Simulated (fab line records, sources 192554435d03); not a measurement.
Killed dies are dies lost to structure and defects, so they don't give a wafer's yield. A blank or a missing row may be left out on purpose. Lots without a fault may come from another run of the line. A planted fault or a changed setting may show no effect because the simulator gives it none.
Chamber matching | flow n5_finfet | N5_FIN_SAQP_PECVD_48 on pecvd-03: 3 sister chambers
The step deposits SiNx from SiH4/NH3/N2, target thk 25 nm, time 22.1 s. 3 wafers are shown with their chamber, then 9 later ones without.

WAFERS WITH THEIR CHAMBER
wafer  | chamber | throttle_valve_pct (%)
L082.1 | 0       | 39.2
L082.2 | 1       | 36.4
L082.3 | 2       | 39.9

WAFERS WITHOUT THEIR CHAMBER
wafer  | throttle_valve_pct (%)
L091.1 | 36.3
L091.2 | 39.7
L091.6 | 36.5
L092.1 | 40.0
L092.3 | 36.5
L092.4 | 36.8
L096.2 | 39.4
L096.4 | 39.2
L096.5 | 36.7

WHICH CHAMBER EACH WENT THROUGH
wafer  | from the rows above     | in truth
L091.1 | 1                       | 1
L091.2 | can't be placed: 2 or 0 | 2
L091.6 | 1                       | 1
L092.1 | 2                       | 2
L092.3 | 1                       | 1
L092.4 | 1                       | 1
L096.2 | can't be placed: 0 or 2 | 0
L096.4 | 0                       | 0
L096.5 | 1                       | 1
Placed correctly: 7 of 9. Can't be placed from these rows: 2 (the true chamber is among the candidates in 2). Placed wrongly: 0.
How it was worked out, from the rows above alone: a wafer's distance from a chamber is the root of the sum, over the readings, of the square of ((its reading less the chamber's mean) divided by the reading's scatter). The wafer belongs to the nearest chamber; if the next one is less than 2 further off, it can't be placed. A chamber's mean is the mean of its shown wafers. The scatter: with one shown wafer a chamber, the root of the mean of the squares of how far each hidden wafer lies from its nearest shown one.
